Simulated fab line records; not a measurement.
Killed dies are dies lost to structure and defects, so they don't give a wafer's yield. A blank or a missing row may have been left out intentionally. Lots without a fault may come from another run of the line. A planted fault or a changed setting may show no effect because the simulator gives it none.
fab line records | flow nandHarc
record lots=13 | wafers=39 | lastDay=24
route steps=1159 shown P_ZERO_WELL@14 P_STI@84 END@1159
lots that met no fault: from a run of the same line without faults
startH: hours from the record's opening day to when the first of the lot's shown wafers began | waitH: hours elapsed since this lot's preceding step | " repeats the value in the row above | L1.1+2: several wafers, shown together as one row | - no value present, or no start provided | * or withheld: withheld | < > ~ a bound
route shown NAME@n: NAME is a module with steps in the file, n the number in the route of the first one | usual: the fault-free wafers' mean and standard deviation | same: alike in all rows | chamber/n: place in a boat | sites: per-site readings | _std_site: standard deviation of those values | _edge_site: inner sites' mean taken away from outer sites' mean | radiusMm: how far each site lies from the wafer's centre | mask NAME#n: copy n | behind: tool/chamber where the wafer was last shaped | hold: the reason the lot was held/the length of the hold in hours/how it ended | device: the transistor (n, p or np) that didn't switch | end of line: tests of these same wafers at the route's end | a step given without rows: its recipe and nothing more | killed: at the first sort, the dies lost to defects and structure; wafer yield is something else | map: shows each die of a wafer: x if killed, . if not, _ if none is there
set.NAME: the setting that was run; set.NAME@STEP: the one run at that earlier step | model.NAME: the simulator's own value behind a step, which no gauge read
a sample of lots followed through the steps of the route, with each step as a table and each wafer as a row
services: from which hour (startH, from the record's first day; less than 0 if before it) a tool's chamber was out of use, for how many hours, and why
## steps
# step NHARC_P_ZERO_WELL_CD_MEAS_11
# recipe targetCdNm=500 | landingEnergyEv=500
# usual cdNm=500.0/1.4
lot.wafer | tool     | chamber | startH | waitH | cdNm
L336.1    | cdSem-03 | 0       | 13.24  | -     | 498.7
L336.3    | "        | 0       | "      | "     | 500.6
L336.5    | "        | 0       | "      | "     | 500.0
L338.1    | cdSem-02 | 0       | 25.13  | -     | 498.3
L338.2    | "        | 0       | "      | "     | 498.5
L338.5    | "        | 0       | "      | "     | 500.0
L340.2    | cdSem-02 | 0       | 37.14  | -     | 499.3
L340.5    | "        | 0       | "      | "     | 501.4
L340.6    | "        | 0       | "      | "     | 502.7
L345.3    | cdSem-01 | 0       | 67.12  | -     | 501.9
L345.4    | "        | 0       | "      | "     | 500.6
L345.6    | "        | 0       | "      | "     | 499.9
L346.2    | cdSem-01 | 0       | 73.24  | -     | 500.4
L346.3    | "        | 0       | "      | "     | 500.7
L346.6    | "        | 0       | "      | "     | 502.0
L347.1    | cdSem-03 | 0       | 79.24  | -     | 500.0
L347.3    | "        | 0       | "      | "     | 499.0
L347.4    | "        | 0       | "      | "     | 499.5
L351.1    | cdSem-02 | 0       | 103.25 | -     | 498.1
L351.4    | "        | 0       | "      | "     | 500.5
L351.5    | "        | 0       | "      | "     | 499.3
L352.1    | cdSem-02 | 0       | 109.11 | -     | 502.4
L352.2    | "        | 0       | "      | "     | 501.7
L352.4    | "        | 0       | "      | "     | 500.6
L353.1    | cdSem-02 | 0       | 115.36 | -     | 499.8
L353.3    | "        | 0       | "      | "     | 498.6
L353.5    | "        | 0       | "      | "     | 500.1
L355.1    | cdSem-03 | 0       | 127.25 | -     | 498.3
L355.2    | "        | 0       | "      | "     | 499.2
L355.3    | "        | 0       | "      | "     | 500.6
L356.1    | cdSem-01 | 0       | 133.12 | -     | 499.0
L356.3    | "        | 0       | "      | "     | 498.1
L356.5    | "        | 0       | "      | "     | 495.6
L357.2    | cdSem-03 | 0       | 139.24 | -     | 501.1
L357.4    | "        | 0       | "      | "     | 500.9
L357.5    | "        | 0       | "      | "     | 502.2
L358.1    | cdSem-01 | 0       | 145.26 | -     | 500.6
L358.4    | "        | 0       | "      | "     | 500.7
L358.5    | "        | 0       | "      | "     | 500.0
# step NHARC_P_STI_OVL_MEAS_10
# usual overlayXNm=1/5.3 | overlayYNm=0/6.5
lot.wafer | tool       | chamber | startH | waitH | overlayXNm | overlayYNm
L336.1    | overlay-02 | -       | 37.08  | -     | -2         | 9
L336.3    | "          | -       | "      | "     | -2         | 9
L336.5    | "          | -       | "      | "     | -2         | 9
L338.1    | overlay-01 | -       | 44.33  | -     | 6          | 11
L338.2    | "          | -       | "      | "     | 6          | 12
L338.5    | "          | -       | "      | "     | 5          | 11
L340.2    | overlay-02 | -       | 58.67  | -     | -3         | 11
L340.5    | "          | -       | "      | "     | -3         | 11
L340.6    | "          | -       | "      | "     | -3         | 12
L345.3    | overlay-01 | -       | 88.97  | -     | 4          | -1
L345.4    | "          | -       | "      | "     | 3          | -1
L345.6    | "          | -       | "      | "     | 3          | -1
L346.2    | overlay-01 | -       | 96.05  | -     | 7          | -1
L346.3    | "          | -       | "      | "     | 7          | -1
L346.6    | "          | -       | "      | "     | 8          | -1
L347.1    | overlay-01 | -       | 100.97 | -     | 10         | 7
L347.3    | "          | -       | "      | "     | 11         | 7
L347.4    | "          | -       | "      | "     | 11         | 7
L351.1    | overlay-01 | -       | 126.97 | -     | -4         | -2
L351.4    | "          | -       | "      | "     | -4         | -1
L351.5    | "          | -       | "      | "     | -5         | -1
L352.1    | overlay-01 | -       | 133.19 | -     | 1          | 3
L352.2    | "          | -       | "      | "     | 1          | 2
L352.4    | "          | -       | "      | "     | 1          | 3
L353.1    | overlay-01 | -       | 140.18 | -     | -5         | 14
L353.3    | "          | -       | "      | "     | -5         | 14
L353.5    | "          | -       | "      | "     | -6         | 15
L355.1    | overlay-01 | -       | 149.05 | -     | 5          | -2
L355.2    | "          | -       | "      | "     | 4          | -2
L355.3    | "          | -       | "      | "     | 5          | -2
L356.1    | overlay-01 | -       | 154.96 | -     | 4          | 3
L356.3    | "          | -       | "      | "     | 4          | 3
L356.5    | "          | -       | "      | "     | 3          | 3
L357.2    | overlay-02 | -       | 161.87 | -     | -7         | -6
L357.4    | "          | -       | "      | "     | -8         | -6
L357.5    | "          | -       | "      | "     | -7         | -6
L358.1    | overlay-01 | -       | 169.83 | -     | 7          | -2
L358.4    | "          | -       | "      | "     | 6          | -1
L358.5    | "          | -       | "      | "     | 7          | -2
# step NHARC_P_STI_ETCH_31
# recipe targetDepthA=1089 | timeS=54.5 | cf4FlowSccm=100 | chf3FlowSccm=30 | arFlowSccm=0 | rfW=500 | biasW=200 | chemistry=CF4/CHF3
# usual biasW=199.9/0.61 | cf4FlowSccm=100.02/0.29 | chamberPressureMTorr=25.000/0.023 | drypumpMotorCurrentA=5.7/0.31 | oesProductAu=0.963/0.017 | rfVppV=371.6/2.1 | showerheadPlenumPTorr=1.60/0.058 | throttleValvePct=16.803/0.0081
lot.wafer | tool       | chamber | startH | waitH | biasW | cf4FlowSccm | chamberPressureMTorr | drypumpMotorCurrentA | oesProductAu | rfHoursCounterH | rfVppV | showerheadPlenumPTorr | throttleValvePct
L336.1    | rieDiel-03 | 3       | 37.43  | -     | 199.7 | 100.17      | 24.999               | 5.5                  | 0.969        | 4.4             | 369.2  | 1.59                  | 16.789
L336.3    | "          | 0       | "      | "     | 199.4 | 100.01      | 24.989               | 5.5                  | 0.965        | 4.2             | 374.2  | 1.65                  | 16.797
L336.5    | "          | 3       | "      | "     | 198.7 | 100.29      | 24.950               | 5.5                  | 0.975        | -               | 369.2  | 1.59                  | 16.786
L338.2    | rieDiel-08 | 3       | 44.69  | -     | 200.0 | 99.82       | 24.994               | 6.1                  | 0.949        | 2.2             | 373.1  | 1.62                  | 16.813
L338.1    | "          | 0       | "      | "     | 200.1 | 100.28      | 24.985               | 5.2                  | 0.957        | 2.1             | 374.5  | 1.66                  | 16.794
L338.5    | "          | 1       | "      | "     | 200.8 | 99.48       | 25.004               | 5.2                  | 0.974        | -               | 371.9  | 1.61                  | 16.802
L340.2    | rieDiel-03 | 2       | 59.02  | -     | 199.8 | 100.45      | 25.014               | 5.7                  | 0.956        | 0.5             | 374.1  | 1.67                  | 16.804
L340.5    | "          | 3       | "      | "     | 200.5 | 100.01      | 24.994               | 5.5                  | 0.964        | -               | 372.3  | 1.59                  | 16.803
L340.6    | "          | 0       | "      | "     | 200.1 | 100.13      | 25.004               | 5.5                  | 0.985        | -               | 371.8  | 1.65                  | 16.794
L345.4    | rieDiel-08 | 2       | 89.31  | -     | 199.2 | 99.96       | 25.035               | 5.2                  | 0.982        | 3.3             | 371.5  | 1.59                  | 16.811
L345.3    | "          | 0       | "      | "     | 200.0 | 100.26      | 24.992               | 5.2                  | 0.950        | 3.1             | 373.6  | 1.66                  | 16.810
L345.6    | "          | 2       | "      | "     | 199.9 | 100.26      | 24.971               | 5.2                  | 0.985        | -               | 370.9  | 1.59                  | 16.795
L346.3    | rieDiel-12 | 0       | 96.40  | -     | -     | -           | -                    | -                    | -            | -               | -      | -                     | -
L346.2    | "          | 1       | "      | "     | -     | -           | -                    | -                    | -            | -               | -      | -                     | -
L346.6    | "          | 0       | "      | "     | -     | -           | -                    | -                    | -            | -               | -      | -                     | -
L347.4    | rieDiel-03 | 0       | 101.31 | -     | -     | -           | -                    | -                    | -            | -               | -      | -                     | -
L347.1    | "          | 2       | "      | "     | -     | -           | -                    | -                    | -            | -               | -      | -                     | -
L347.3    | "          | 3       | "      | "     | -     | -           | -                    | -                    | -            | -               | -      | -                     | -
L351.1    | rieDiel-12 | 2       | 127.32 | -     | 200.3 | 100.12      | 24.953               | 5.9                  | 0.987        | 5.7             | 373.7  | 1.69                  | 16.812
L351.4    | "          | 3       | "      | "     | 200.0 | 99.94       | 25.004               | 5.9                  | 0.989        | 5.9             | 370.4  | 1.55                  | 16.795
L351.5    | "          | 0       | "      | "     | 199.8 | 99.98       | 25.006               | 6.1                  | 0.974        | -               | 370.3  | 1.59                  | 16.806
L352.4    | rieDiel-12 | 2       | 133.53 | -     | 199.3 | 100.19      | 24.999               | 5.9                  | 0.953        | 6.3             | 375.1  | 1.69                  | 16.807
L352.2    | "          | 3       | "      | "     | 201.7 | 99.57       | 25.021               | 5.8                  | 0.939        | 6.5             | 369.8  | 1.55                  | 16.809
L352.1    | "          | 1       | "      | "     | 200.3 | 100.78      | 25.020               | 5.6                  | 0.952        | 5.5             | 369.1  | 1.52                  | 16.796
L353.3    | rieDiel-12 | 2       | 140.52 | -     | 200.6 | 99.46       | 24.993               | 5.9                  | 0.979        | 6.7             | 374.8  | 1.69                  | 16.791
L353.1    | "          | 0       | "      | "     | 199.2 | 100.05      | 25.018               | 6.2                  | 0.967        | 5.9             | 370.5  | 1.59                  | 16.803
L353.5    | "          | 2       | "      | "     | 200.3 | 99.73       | 25.042               | 5.9                  | 0.975        | -               | 373.4  | 1.69                  | 16.810
L355.3    | rieDiel-03 | 0       | 149.39 | -     | 200.0 | 99.89       | 24.991               | 5.4                  | 0.927        | 3.4             | 374.2  | 1.65                  | 16.802
L355.1    | "          | 1       | "      | "     | 200.4 | 99.79       | 24.979               | 5.4                  | 0.924        | 3.5             | 372.7  | 1.65                  | 16.800
L355.2    | "          | 3       | "      | "     | 200.4 | 100.48      | 24.996               | 5.5                  | 0.931        | 3.2             | 369.3  | 1.58                  | 16.810
L356.1    | rieDiel-03 | 1       | 155.30 | -     | 200.9 | 99.54       | 25.028               | 5.4                  | 0.969        | 3.5             | 371.9  | 1.65                  | 16.793
L356.3    | "          | 3       | "      | "     | 200.5 | 100.38      | 25.045               | 5.5                  | 0.952        | 3.3             | 370.3  | 1.58                  | 16.814
L356.5    | "          | 1       | "      | "     | 200.7 | 100.16      | 25.021               | 5.4                  | 0.969        | -               | 373.4  | 1.65                  | 16.809
L357.2    | rieDiel-12 | 1       | 162.21 | -     | 199.8 | 100.03      | 24.973               | 5.6                  | 0.941        | 7.1             | 367.6  | 1.52                  | 16.788
L357.4    | "          | 0       | "      | "     | 200.6 | 100.13      | 24.977               | 6.1                  | 0.959        | 6.9             | 369.6  | 1.59                  | 16.800
L357.5    | "          | 2       | "      | "     | 199.9 | 100.18      | 25.028               | 5.9                  | 0.934        | -               | 375.5  | 1.69                  | 16.796
L358.1    | rieDiel-12 | 1       | 170.17 | -     | 201.5 | 100.06      | 25.043               | 5.6                  | 0.964        | 7.4             | 370.3  | 1.52                  | 16.813
L358.4    | "          | 2       | "      | "     | 200.4 | 99.67       | 24.998               | 5.9                  | 0.968        | 8.3             | 373.0  | 1.69                  | 16.806
L358.5    | "          | 1       | "      | "     | 199.9 | 99.93       | 24.958               | 5.6                  | 0.959        | -               | 369.4  | 1.52                  | 16.800
# step NHARC_P_STI_INSPECT_25
# usual rawDefectCount=211/84
lot.wafer | tool             | chamber | startH | waitH | rawDefectCount
L336.1    | defectInspect-02 | -       | 61.67  | 0.4   | 286
L336.3    | "                | -       | "      | "     | 159
L336.5    | "                | -       | "      | "     | 138
L338.1    | defectInspect-02 | -       | 74.59  | 0.4   | 161
L338.2    | "                | -       | "      | "     | 373
L338.5    | "                | -       | "      | "     | 268
L340.2    | defectInspect-01 | -       | 82.56  | 0.4   | 280
L340.5    | "                | -       | "      | "     | 143
L340.6    | "                | -       | "      | "     | 160
L345.3    | defectInspect-01 | -       | 114.17 | 0.4   | 115
L345.4    | "                | -       | "      | "     | 163
L345.6    | "                | -       | "      | "     | 242
L347.1    | defectInspect-02 | -       | 126.30 | 0.4   | 150
L347.3    | "                | -       | "      | "     | 245
L347.4    | "                | -       | "      | "     | 202
L346.2    | defectInspect-01 | -       | 126.30 | 0.4   | 139
L346.3    | "                | -       | "      | "     | 209
L346.6    | "                | -       | "      | "     | 111
L351.1    | defectInspect-02 | -       | 155.65 | 0.4   | 273
L351.4    | "                | -       | "      | "     | 230
L351.5    | "                | -       | "      | "     | 210
L352.1    | defectInspect-01 | -       | 161.64 | 0.4   | 221
L352.2    | "                | -       | "      | "     | 146
L352.4    | "                | -       | "      | "     | 113
L353.1    | defectInspect-02 | -       | 169.65 | 0.4   | 112
L353.3    | "                | -       | "      | "     | 322
L353.5    | "                | -       | "      | "     | 298
L355.1    | defectInspect-01 | -       | 176.56 | 0.4   | 133
L355.2    | "                | -       | "      | "     | 159
L355.3    | "                | -       | "      | "     | 119
L356.1    | defectInspect-02 | -       | 185.01 | 0.4   | 115
L356.3    | "                | -       | "      | "     | 158
L356.5    | "                | -       | "      | "     | 148
L357.2    | defectInspect-02 | -       | 192.64 | 0.4   | 194
L357.4    | "                | -       | "      | "     | 138
L357.5    | "                | -       | "      | "     | 211
L358.1    | defectInspect-01 | -       | 198.74 | 0.4   | 214
L358.4    | "                | -       | "      | "     | 153
L358.5    | "                | -       | "      | "     | 203
# step NHARC_END_SORT_01
# recipe tempC=25
# usual killedAtArray=28/11 | killedAtOther=0.8/1.3 | killedAtPeriphery=3.6/2.5 | killedDies=32/11 | killedOpen=3.0/1.8 | killedShort=2.0/1.5
# same grossDies=677
lot.wafer | tool      | chamber | startH | waitH | killedAtArray | killedAtOther | killedAtPeriphery | killedDies | killedOpen | killedShort
L347.1    | prober-01 | 0       | 508.69 | 2.5   | 38            | 1             | 638               | 677        | 2          | 6
L347.3    | prober-01 | 0       | 510.29 | 3.1   | 24            | 1             | 652               | 677        | 6          | 0
L347.4    | prober-01 | 0       | 511.09 | 3.4   | 34            | 0             | 643               | 677        | 2          | 6
L346.2    | prober-02 | 0       | 509.32 | 2.8   | 33            | 0             | 644               | 677        | 3          | 2
L346.3    | prober-02 | 0       | 510.12 | 3.1   | 24            | 0             | 653               | 677        | 3          | 2
L346.6    | prober-02 | 0       | 512.51 | 4.0   | 27            | 0             | 650               | 677        | 2          | 2
# killed by level:class
L347.1 P_STI:areaEtch=633 A_CHANNEL_HOLE_D1:chamberFilmFlake=20 P_M0:chamberFilmFlake=4 A_STAIRCASE:chamberFilmFlake=3 A_CONTACT:chamberFilmFlake=3 A_ONON_D1:geometricParticle:short=2 A_CHANNEL_FILL_D1:geometricParticle:short=2 A_ZERO_WELL:chamberFilmFlake=2
L346.2 P_STI:areaEtch=643 A_SLIT:chamberFilmFlake=17 A_CHANNEL_HOLE_D1:chamberFilmFlake=5 A_WL_FILL:chamberFilmFlake=3 A_WL_FILL:geometricParticle:short=2 A_CONTACT:geometricParticle:open=2 A_CONTACT:chamberFilmFlake=2 A_CHANNEL_HOLE_D1:geometricParticle:open=1
L346.3 P_STI:areaEtch=650 A_SLIT:chamberFilmFlake=16 A_CHANNEL_HOLE_D1:chamberFilmFlake=2 A_WL_FILL:chamberFilmFlake=2 P_CONTACT:geometricParticle:open=1 P_M0:geometricParticle:open=1 A_CHANNEL_FILL_D1:geometricParticle:short=1 A_STAIRCASE:geometricParticle:short=1
L347.3 P_STI:areaEtch=647 A_CHANNEL_HOLE_D1:chamberFilmFlake=8 A_STAIRCASE:chamberFilmFlake=6 P_BONDPAD:chamberFilmFlake=2 A_ZERO_WELL:chamberFilmFlake=2 A_WL_FILL:chamberFilmFlake=2 A_CONTACT:chamberFilmFlake=2 P_GATE:geometricParticle:open=1
L347.4 P_STI:areaEtch=637 A_CHANNEL_HOLE_D1:chamberFilmFlake=17 A_STAIRCASE:chamberFilmFlake=6 A_CONTACT:chamberFilmFlake=3 A_CHANNEL_HOLE_D1:geometricParticle:short=2 A_CHANNEL_FILL_D1:geometricParticle:short=2 A_WL_FILL:geometricParticle:short=2 P_STI:chamberFilmFlake=2
L346.6 P_STI:areaEtch=646 A_SLIT:chamberFilmFlake=19 A_STAIRCASE:chamberFilmFlake=3 P_M0:geometricParticle:open=2 A_CHANNEL_FILL_D1:geometricParticle:short=1 A_M0:geometricParticle:short=1 P_ZERO_WELL:chamberFilmFlake=1 P_BONDPAD:chamberFilmFlake=1
## services
tool       | chamber | startH | hours | kind
rieDiel-12 | -       | 25.40  | 9.0   | pm
rieDiel-12 | 0       | 25.40  | 9.0   | ventCycle
rieDiel-12 | 1       | 25.40  | 9.0   | ventCycle
rieDiel-12 | 2       | 25.40  | 9.0   | ventCycle
rieDiel-12 | 3       | 25.40  | 9.0   | ventCycle
rieDiel-12 | 0       | 34.40  | -     | clean
rieDiel-12 | 1       | 34.40  | -     | clean
rieDiel-12 | 2       | 34.40  | -     | clean
rieDiel-12 | 3       | 34.40  | -     | clean
rieDiel-03 | -       | 38.30  | 9.0   | pm
rieDiel-12 | 0       | 58.90  | -     | clean
rieDiel-12 | 1       | 58.90  | -     | clean
rieDiel-12 | 2       | 58.90  | -     | clean
rieDiel-12 | 3       | 58.90  | -     | clean
rieDiel-03 | 3       | 68.10  | 11.0  | repair
rieDiel-12 | 0       | 83.40  | -     | clean
rieDiel-12 | 1       | 83.40  | -     | clean
rieDiel-12 | 2       | 83.40  | -     | clean
rieDiel-12 | 3       | 83.40  | -     | clean
rieDiel-08 | 0       | 107.03 | 5.1   | repair
rieDiel-12 | 0       | 107.90 | -     | clean
rieDiel-12 | 1       | 107.90 | -     | clean
rieDiel-12 | 2       | 107.90 | -     | clean
rieDiel-08 | -       | 124.80 | 9.0   | pm
## key
firstSign step=NHARC_P_STI_ETCH_31 | reading=toolRecord | direction=missing
effect step=NHARC_END_SORT_01 | reading=killedAtPeriphery | direction=up | sigmas=99+ | usual=3.6 | struck=646.7
moreKillsBornAt NHARC_P_STI_ETCH_31@rieDiel-12=1939 | NHARC_P_STI_ETCH_31@rieDiel-03=1917
metAt NHARC_P_STI_ETCH_31
struckLots L346,L347
laterRowsLeftOut L346.2,L346.3,L346.6,L347.1,L347.3,L347.4
testerLeftOut L346,L347
notActingAt NHARC_P_ZERO_WELL_CD_MEAS_11,NHARC_P_STI_OVL_MEAS_10,NHARC_P_STI_INSPECT_25
onsetBetween 59.02 96.40
fault kind=skippedStepWhole | tool=rieDiel-03,rieDiel-12 | chamber=- | onsetH=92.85 | steps=NHARC_P_STI_ETCH_31 | scope=struckLotsOnly
# testerLeftOut: of these lots the tester's yield and bins aren't shown, on N5 and GAA mostly nor the transistor test; their killed dies are dies lost to structure and defects alone, not to doping, threshold or leakage, so they don't give the yield
# laterRowsLeftOut: the simulator's readings of these wafers behind a module that went badly wrong aren't trusted and aren't shown, but for the sort
